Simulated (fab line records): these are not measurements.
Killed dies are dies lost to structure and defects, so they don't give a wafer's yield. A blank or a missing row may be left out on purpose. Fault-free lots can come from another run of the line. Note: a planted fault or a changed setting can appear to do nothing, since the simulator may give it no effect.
Matching of chambers | flow n5_finfet | rie_diel-06 running N5_BEOL_M14_TRENCH_ETCH_34: 4 sister chambers
The step etches SiO2 in C4F8/O2/Ar, target depth 556.65 nm, time 126.9 s. 20 wafers are shown with their chamber, then 10 later ones without.

## WAFERS, EACH WITH ITS CHAMBER
wafer  | chamber | drypump_motor_current_A (A) | rf_vpp_V (V) | showerhead_plenum_p_Torr (Torr)
L075.2 | 2       | 4.9                         | 2160         | 3.39
L075.3 | 1       | 5.8                         | 2206         | 3.32
L075.6 | 0       | 6.4                         | 2229         | 3.44
L082.2 | 1       | 5.8                         | 2207         | 3.31
L082.3 | 2       | 4.9                         | 2160         | 3.38
L082.4 | 3       | 6.4                         | 2278         | 3.53
L083.1 | 2       | 4.9                         | 2160         | 3.38
L083.5 | 0       | 6.4                         | 2231         | 3.43
L083.6 | 1       | 5.8                         | 2207         | 3.31
L084.3 | 2       | 4.9                         | 2159         | 3.38
L084.4 | 1       | 5.8                         | 2208         | 3.31
L084.6 | 0       | 6.4                         | 2230         | 3.43
L086.1 | 1       | 5.7                         | 2205         | 3.31
L086.3 | 2       | 4.9                         | 2160         | 3.38
L086.6 | 0       | 6.4                         | 2230         | 3.43
L091.2 | 0       | 6.4                         | 2229         | 3.42
L091.3 | 3       | 6.4                         | 2276         | 3.52
L091.5 | 1       | 5.8                         | 2205         | 3.31
L090.3 | 0       | 6.4                         | 2229         | 3.42
L090.4 | 1       | 5.7                         | 2206         | 3.30

SIGNATURES (means of the wafers above)
reading                  | chamber 0 | chamber 1 | chamber 2 | chamber 3 | scatter within a chamber
drypump_motor_current_A  | 6.400     | 5.771     | 4.900     | 6.400     | 0.0299
rf_vpp_V                 | 2229.67   | 2206.29   | 2159.80   | 2277.00   | 0.921
showerhead_plenum_p_Torr | 3.4283    | 3.3100    | 3.3820    | 3.5250    | 0.00619
Rule: for a wafer and a chamber, the distance is found by dividing, reading by reading, the gap between the wafer's reading and the chamber's mean by the reading's scatter, squaring, summing and taking the root. The wafer belongs to the nearest chamber; if the next one is less than 2 further off, it can't be placed. How the scatter is found: for the shown wafers, subtract from each reading the mean of its chamber, square and add these, divide the total by (wafers less chambers), then take the root.

## WAFERS WHOSE CHAMBER IS MISSING
wafer  | drypump_motor_current_A (A) | rf_vpp_V (V) | showerhead_plenum_p_Torr (Torr)
L090.6 | 6.4                         | 2278         | 3.52
L093.3 | 5.7                         | 2204         | 3.30
L093.5 | 5.7                         | 2206         | 3.30
L093.6 | 4.9                         | 2160         | 3.37
L092.1 | 6.4                         | 2227         | 3.42
L092.2 | 5.8                         | 2205         | 3.30
L092.5 | 5.8                         | 2207         | 3.30
L096.4 | 6.4                         | 2276         | 3.52
L096.5 | 5.7                         | 2204         | 3.30
L096.6 | 6.4                         | 2230         | 3.41

## THE CHAMBER EACH PASSED THROUGH
wafer  | from the rows above | in truth
L090.6 | 3                   | 3
L093.3 | 1                   | 1
L093.5 | 1                   | 1
L093.6 | 2                   | 2
L092.1 | 0                   | 0
L092.2 | 1                   | 1
L092.5 | 1                   | 1
L096.4 | 3                   | 3
L096.5 | 1                   | 1
L096.6 | 0                   | 0
Correct placement for 10 of the 10. Left unplaced by these rows: 0. Wrongly placed: 0.
